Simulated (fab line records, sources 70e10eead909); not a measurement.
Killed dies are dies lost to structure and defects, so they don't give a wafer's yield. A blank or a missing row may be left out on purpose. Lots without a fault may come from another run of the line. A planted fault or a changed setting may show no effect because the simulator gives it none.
Problem report in the 8D (eight disciplines) form, filled by code | flow nand_harc | the parts of the form that need people (team, actions taken, sign-off) are left out

1. THE PROBLEM
thk_nm at NHARC_A_ONON_D1_THK_MEAS_21 reads a mean of 1704 nm on 6 wafers of 2 lots; wafers without a fault read 1003 nm with a standard deviation of 6.5. That is +99 or more standard deviations from the usual mean.
The step: measures by ellipsometry.
First seen on wafer L492.2, day 14 23:29, on film_metro-02. The record holds 39 wafers of 13 lots with a number at this step. Rule for "out", or "out of limits": more than 4 standard deviations from the usual mean. The other wafers with a number count as sound.

2. WHAT IT IS AND WHAT IT IS NOT
question                    | is                     | is not
which readings at this step | thk_nm                 | -
which lots                  | L492, L494             | L477, L478, L479, L480, L481, L482, L484, L486, L487, L498, L499
which wafers of those lots  | all that have a number | -
read on which gauges        | film_metro-02          | film_metro-01
when                        | from day 14 23:29      | up to then (27 sound wafers); but 6 sound wafers of L498, L499 came after

3. SUSPECTS, AND WHAT RULES EACH OUT
Counting: a tool at a process step up to the reading stays a suspect if it ran every lot that is out and no sound lot after the first of them.
- the gauge at NHARC_A_ONON_D1_THK_MEAS_21: ruled out. All the wafers that are out were read on film_metro-02, but those of them that NHARC_END_SORT_01 has rows for are out there too, on other tools.
- pecvd_onon-03 at NHARC_A_ONON_D1_DEP_19 (target thk 1000 nm): kept. It ran every lot that is out, first L492 (day 14 23:03), and no sound lot after that; its last sound lot up to then is L486 (day 12 12:13).
Left after counting: pecvd_onon-03 at NHARC_A_ONON_D1_DEP_19.

4. THE CAUSE (what the simulator had put in)
Process parameter drift: pecvd_onon-03, from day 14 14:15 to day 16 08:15, at NHARC_A_ONON_D1_DEP_19. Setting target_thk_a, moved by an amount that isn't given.
Counting left only this tool.

5. THE CHAIN OF EFFECTS, in route order
Each row: a reading whose mean over the struck wafers that have a number lies more than 3 standard deviations from the usual. Only readings for which the record gives a usual standard deviation are gone through. hours: the time from each lot's start at the first step in this table that gives one to its start at this step, as a median over the lots. sigmas: the change in usual standard deviations.
hours | step                        | reading         | usual   | on struck wafers | change | sigmas
0     | NHARC_A_ONON_D1_THK_MEAS_21 | thk_nm          | 1003 nm | 1704             | +702   | +99 or more
387   | NHARC_END_SORT_01           | killed_at_array | 55      | 675              | +620   | +31
387   | NHARC_END_SORT_01           | killed_dies     | 60      | 677              | +617   | +31

6. WHAT WOULD HAVE CAUGHT IT SOONER
In this record the first reading out of limits at a measuring or inspecting step was taken at day 14 23:29, 9 hours after the fault began at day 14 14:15.
Of the tool readings at NHARC_A_ONON_D1_DEP_19 for which the record gives a usual standard deviation, none was out on any struck wafer, so an alarm limit of 4 standard deviations on them would not have fired.
Of the lots that are out (2), L494 began NHARC_A_ONON_D1_DEP_19 on pecvd_onon-03 after day 14 23:29. A hold on the tool at that time would have spared it.
